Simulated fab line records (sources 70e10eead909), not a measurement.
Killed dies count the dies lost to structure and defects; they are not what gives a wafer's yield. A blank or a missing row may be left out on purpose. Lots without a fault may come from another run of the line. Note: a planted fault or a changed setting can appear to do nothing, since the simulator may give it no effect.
Which tool did it? / flow nand_harc / 12 lots, 36 wafers sampled, at 5 steps of a route of 1159

== WHAT THE GAUGES SHOWED, per wafer ==
NHARC_A_BONDPAD_THK_MEAS_30: measures by ellipsometry. Usual: thk_nm 200.3 nm, standard deviation 1.4.
lot=L592; measured=day 18 07:10; on=film_metro-02; thk_nm (nm)=201.6 201.0 199.2; flag=
lot=L593; measured=day 18 08:07; on=film_metro-01; thk_nm (nm)=203.5 200.4 198.2; flag=
lot=L594; measured=day 18 17:36; on=film_metro-02; thk_nm (nm)=199.6 202.2 198.8; flag=
lot=L595; measured=day 18 17:56; on=film_metro-02; thk_nm (nm)=201.9 200.8 202.6; flag=
lot=L598; measured=day 19 15:07; on=film_metro-01; thk_nm (nm)=199.0 200.6 198.8; flag=
lot=L597; measured=day 20 10:15; on=film_metro-02; thk_nm (nm)=201.2 200.1 200.1; flag=
lot=L604; measured=day 20 12:26; on=film_metro-02; thk_nm (nm)=198.4 199.4 200.3; flag=
lot=L608; measured=day 21 22:52; on=film_metro-01; thk_nm (nm)=198.5 198.4; flag=
lot=L609; measured=day 22 03:19; on=film_metro-02; thk_nm (nm)=197.5; flag=
lot=L613; measured=day 22 10:39; on=film_metro-02; thk_nm (nm)=199.8 201.1 200.5; flag=
lot=L614; measured=day 23 02:32; on=film_metro-01; thk_nm (nm)=199.2 198.9 201.7; flag=
lot=L615; measured=day 24 10:16; on=film_metro-01; thk_nm (nm)=199.5 204.1 200.0; flag=

NHARC_END_SORT_01. Usual: defect_limited_yield 95.6 %, standard deviation 1.6; killed_at_array 26, standard deviation 10; killed_at_other 0.8, standard deviation 1.1; killed_at_periphery 3.3, standard deviation 2.6; killed_dies 30, standard deviation 11; killed_open 3.4, standard deviation 1.8; killed_short 2.0, standard deviation 1.3; sort_bin_2_pct 1.4 %, standard deviation 0.6; sort_bin_3_pct 0.22 %, standard deviation 0.19; sort_bin_4_pct 2.8 %, standard deviation 1.1; sort_n_pass 647, standard deviation 11; sort_rim_yield_pct 95.8 %, standard deviation 3; sort_yield_pct 95.6 %, standard deviation 1.6.
lot=L608; measured=day 23 13:21; on=prober-02; defect_limited_yield (%)=95.9 94.4 0; killed_at_array=28 38 677; killed_at_other=0 0 0; killed_at_periphery=0 0 0; killed_dies=28 38 677; killed_open=5 7 7; killed_short=3 1 0; sort_bin_2_pct (%)=1.2 2.1 96.2; sort_bin_3_pct (%)=0.30 0.59 0.30; sort_bin_4_pct (%)=2.7 3.0 3.5; sort_n_pass=649 639 0; sort_rim_yield_pct (%)=99.1 93.4 0; sort_yield_pct (%)=95.9 94.4 0; flag=OFF
lot=L609; measured=day 23 12:32; on=prober-01; defect_limited_yield (%)=0 95.4 0; killed_at_array=672 23 669; killed_at_other=4 6 2; killed_at_periphery=1 2 6; killed_dies=677 31 677; killed_open=4 2 1; killed_short=0 1 1; sort_bin_2_pct (%)=97.2 1.0 96.5; sort_bin_3_pct (%)=0.59 0.30 0.30; sort_bin_4_pct (%)=2.2 3.2 3.2; sort_n_pass=0 646 0; sort_rim_yield_pct (%)=0 96.2 0; sort_yield_pct (%)=0 95.4 0; flag=OFF

== EACH LOT AND THE TOOL THAT RAN IT (in order: tool; ch and the chambers of the sampled wafers; start) ==
lot=L592; NHARC_A_M1_PVD_21=pvd_sputter-01, day 18 04:29; NHARC_A_BONDPAD_STRIP_15=rie_diel-11 ch 0,1,3, day 18 08:23; NHARC_THIN_TSV_STRIP_62=plasma_asher-02 ch 0,1, day 19 03:37
lot=L593; NHARC_A_M1_PVD_21=pvd_sputter-03, day 18 05:23; NHARC_A_BONDPAD_STRIP_15=rie_diel-02 ch 1,2, day 18 09:10; NHARC_THIN_TSV_STRIP_62=plasma_asher-01 ch 0,1, day 19 04:38
lot=L594; NHARC_A_M1_PVD_21=pvd_sputter-02, day 18 14:55; NHARC_A_BONDPAD_STRIP_15=rie_diel-08 ch 0,2, day 18 18:46; NHARC_THIN_TSV_STRIP_62=plasma_asher-01 ch 0,1, day 19 11:59
lot=L595; NHARC_A_M1_PVD_21=pvd_sputter-01, day 18 15:08; NHARC_A_BONDPAD_STRIP_15=rie_diel-02 ch 0,3, day 18 19:08; NHARC_THIN_TSV_STRIP_62=plasma_asher-02 ch 0,1, day 19 14:35
lot=L598; NHARC_A_M1_PVD_21=pvd_sputter-03, day 19 12:04; NHARC_A_BONDPAD_STRIP_15=rie_diel-02 ch 1,2, day 19 16:19; NHARC_THIN_TSV_STRIP_62=plasma_asher-02 ch 0,1, day 20 12:11
lot=L597; NHARC_A_M1_PVD_21=pvd_sputter-01, day 20 07:35; NHARC_A_BONDPAD_STRIP_15=rie_diel-11 ch 0,2,3, day 20 11:28; NHARC_THIN_TSV_STRIP_62=plasma_asher-01 ch 0,1, day 21 07:56
lot=L604; NHARC_A_M1_PVD_21=pvd_sputter-01, day 20 09:32; NHARC_A_BONDPAD_STRIP_15=rie_diel-11 ch 0,1,2, day 20 13:37; NHARC_THIN_TSV_STRIP_62=plasma_asher-02 ch 0,1, day 21 09:13
lot=L608; NHARC_A_M1_PVD_21=pvd_sputter-01, day 21 20:08; NHARC_A_BONDPAD_STRIP_15=rie_diel-02 ch 1,2, day 22 00:02; NHARC_THIN_TSV_STRIP_62=plasma_asher-01 ch 0,1, day 23 00:07
lot=L609; NHARC_A_M1_PVD_21=pvd_sputter-01, day 22 00:37; NHARC_A_BONDPAD_STRIP_15=rie_diel-11 ch 2, day 22 04:31; NHARC_THIN_TSV_STRIP_62=plasma_asher-02 ch 1, day 23 01:11
lot=L613; NHARC_A_M1_PVD_21=pvd_sputter-02, day 22 07:46; NHARC_A_BONDPAD_STRIP_15=rie_diel-11 ch 0,2,3, day 22 11:43; NHARC_THIN_TSV_STRIP_62=plasma_asher-02 ch 0,1, day 23 05:23
lot=L614; NHARC_A_M1_PVD_21=pvd_sputter-02, day 22 23:50; NHARC_A_BONDPAD_STRIP_15=rie_diel-08 ch 0,1,2, day 23 03:38; NHARC_THIN_TSV_STRIP_62=plasma_asher-02 ch 0,1, day 23 21:50
lot=L615; NHARC_A_M1_PVD_21=pvd_sputter-02, day 24 07:26; NHARC_A_BONDPAD_STRIP_15=rie_diel-02 ch 1,2,3, day 24 11:20; NHARC_THIN_TSV_STRIP_62=plasma_asher-02 ch 0,1, day 25 04:43
- NHARC_A_M1_PVD_21: deposits Cu, target thk 30 nm, time 20.49 s.
- NHARC_A_BONDPAD_STRIP_15: strips in O2.
- NHARC_THIN_TSV_STRIP_62: strips in N2/H2, time 20 s.

== WHAT THE TOOLS THEMSELVES READ (means of the sampled wafers that have a number; where no wafer has one, the mark that the record gives instead) ==
NHARC_A_M1_PVD_21. Usual: throttle_valve_pct 30.8 %, standard deviation 1.
lot=L592; tool=pvd_sputter-01; throttle_valve_pct (%)=31.0; flag=
lot=L593; tool=pvd_sputter-03; throttle_valve_pct (%)=30.4; flag=
lot=L594; tool=pvd_sputter-02; throttle_valve_pct (%)=30.3; flag=
lot=L595; tool=pvd_sputter-01; throttle_valve_pct (%)=31.5; flag=
lot=L598; tool=pvd_sputter-03; throttle_valve_pct (%)=30.9; flag=
lot=L597; tool=pvd_sputter-01; throttle_valve_pct (%)=31.1; flag=
lot=L604; tool=pvd_sputter-01; throttle_valve_pct (%)=31.1; flag=
lot=L608; tool=pvd_sputter-01; throttle_valve_pct (%)=31.3; flag=
lot=L609; tool=pvd_sputter-01; throttle_valve_pct (%)=31.5; flag=
lot=L613; tool=pvd_sputter-02; throttle_valve_pct (%)=29.7; flag=
lot=L614; tool=pvd_sputter-02; throttle_valve_pct (%)=30.6; flag=
lot=L615; tool=pvd_sputter-02; throttle_valve_pct (%)=29.7; flag=

NHARC_A_BONDPAD_STRIP_15. Usual: drypump_motor_current_A 6.1 A, standard deviation 0.44; oes_product_au 1.003 a.u., standard deviation 0.011; rf_vpp_V 57.7 V, standard deviation 0.94; showerhead_plenum_p_Torr 3.50 Torr, standard deviation 0.14; throttle_valve_pct 17.038 %, standard deviation 0.0094.
lot=L592; tool=rie_diel-11; drypump_motor_current_A (A)=6.2; oes_product_au (a.u.)=1.006; rf_vpp_V (V)=57.4; showerhead_plenum_p_Torr (Torr)=3.50; throttle_valve_pct (%)=17.029; flag=
lot=L593; tool=rie_diel-02; drypump_motor_current_A (A)=5.8; oes_product_au (a.u.)=1.012; rf_vpp_V (V)=58.4; showerhead_plenum_p_Torr (Torr)=3.67; throttle_valve_pct (%)=17.042; flag=
lot=L594; tool=rie_diel-08; drypump_motor_current_A (A)=6.0; oes_product_au (a.u.)=0.999; rf_vpp_V (V)=57.3; showerhead_plenum_p_Torr (Torr)=3.55; throttle_valve_pct (%)=17.042; flag=
lot=L595; tool=rie_diel-02; drypump_motor_current_A (A)=6.5; oes_product_au (a.u.)=1.003; rf_vpp_V (V)=56.7; showerhead_plenum_p_Torr (Torr)=3.35; throttle_valve_pct (%)=17.048; flag=
lot=L598; tool=rie_diel-02; drypump_motor_current_A (A)=5.8; oes_product_au (a.u.)=1.008; rf_vpp_V (V)=56.8; showerhead_plenum_p_Torr (Torr)=3.67; throttle_valve_pct (%)=17.041; flag=
lot=L597; tool=rie_diel-11; drypump_motor_current_A (A)=5.8; oes_product_au (a.u.)=1.000; rf_vpp_V (V)=58.1; showerhead_plenum_p_Torr (Torr)=3.53; throttle_valve_pct (%)=17.037; flag=
lot=L604; tool=rie_diel-11; drypump_motor_current_A (A)=6.0; oes_product_au (a.u.)=0.995; rf_vpp_V (V)=57.6; showerhead_plenum_p_Torr (Torr)=3.56; throttle_valve_pct (%)=17.041; flag=
lot=L608; tool=rie_diel-02; drypump_motor_current_A (A)=5.9; oes_product_au (a.u.)=1.014; rf_vpp_V (V)=58.4; showerhead_plenum_p_Torr (Torr)=3.62; throttle_valve_pct (%)=17.037; flag=
lot=L609; tool=rie_diel-11; drypump_motor_current_A (A)=5.3; oes_product_au (a.u.)=1.006; rf_vpp_V (V)=58.8; showerhead_plenum_p_Torr (Torr)=3.64; throttle_valve_pct (%)=17.036; flag=
lot=L613; tool=rie_diel-11; drypump_motor_current_A (A)=5.8; oes_product_au (a.u.)=0.999; rf_vpp_V (V)=57.4; showerhead_plenum_p_Torr (Torr)=3.52; throttle_valve_pct (%)=17.046; flag=
lot=L614; tool=rie_diel-08; drypump_motor_current_A (A)=6.0; oes_product_au (a.u.)=1.004; rf_vpp_V (V)=56.8; showerhead_plenum_p_Torr (Torr)=3.45; throttle_valve_pct (%)=17.048; flag=
lot=L615; tool=rie_diel-02; drypump_motor_current_A (A)=6.1; oes_product_au (a.u.)=1.000; rf_vpp_V (V)=58.3; showerhead_plenum_p_Torr (Torr)=3.52; throttle_valve_pct (%)=17.031; flag=

NHARC_THIN_TSV_STRIP_62. Usual: drypump_motor_current_A 5.38 A, standard deviation 0.086; heater_power_w 327 W, standard deviation 11.
lot=L592; tool=plasma_asher-02; drypump_motor_current_A (A)=5.32; heater_power_w (W)=329; flag=
lot=L593; tool=plasma_asher-01; drypump_motor_current_A (A)=5.48; heater_power_w (W)=334; flag=
lot=L594; tool=plasma_asher-01; drypump_motor_current_A (A)=5.52; heater_power_w (W)=329; flag=
lot=L595; tool=plasma_asher-02; drypump_motor_current_A (A)=5.32; heater_power_w (W)=324; flag=
lot=L598; tool=plasma_asher-02; drypump_motor_current_A (A)=5.32; heater_power_w (W)=326; flag=
lot=L597; tool=plasma_asher-01; drypump_motor_current_A (A)=5.52; heater_power_w (W)=352; flag=
lot=L604; tool=plasma_asher-02; drypump_motor_current_A (A)=5.31; heater_power_w (W)=326; flag=
lot=L608; tool=plasma_asher-01; drypump_motor_current_A (A)=5.49; heater_power_w (W)=342; flag=
lot=L609; tool=plasma_asher-02; drypump_motor_current_A (A)=5.43; heater_power_w (W)=324; flag=
lot=L613; tool=plasma_asher-02; drypump_motor_current_A (A)=5.33; heater_power_w (W)=324; flag=
lot=L614; tool=plasma_asher-02; drypump_motor_current_A (A)=5.34; heater_power_w (W)=313; flag=
lot=L615; tool=plasma_asher-02; drypump_motor_current_A (A)=5.34; heater_power_w (W)=316; flag=

== THE ANSWER, worked out from the rows above alone ==
Rule: a lot is off if the mean of its wafers that have a number lies more than 3 standard deviations from the usual mean. A lot without any number at a reading at which 4 lots or more have one is off too. The other lots that the step has rows for count as sound. First the gauges in route order, then the tools' own readings, where a lot's mean is used as printed above. At the first step where some lot is off, the reading lying furthest off is the one used; lots without a number count as furthest.
Off: L608, L609 (NHARC_END_SORT_01, sort_bin_2_pct). Neither off nor sound, because the step has no rows for them: L592, L593, L594, L595, L598, L597, L604, L613, L614, L615.
If a tool, at a process step before that reading, ran all the lots that are off and no sound lot after the first of them, it fits. Those tools and the gauges at NHARC_END_SORT_01 are tried in the same way. One candidate fits, namely pvd_sputter-01 at NHARC_A_M1_PVD_21. It ran no sound lot before its first lot that is off in this sample, so the start can't be narrowed down.

== WHAT THE SIMULATOR PUT IN ==
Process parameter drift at NHARC_A_M1_PVD_21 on pvd_sputter-01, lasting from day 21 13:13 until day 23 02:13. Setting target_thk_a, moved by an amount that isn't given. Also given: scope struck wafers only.
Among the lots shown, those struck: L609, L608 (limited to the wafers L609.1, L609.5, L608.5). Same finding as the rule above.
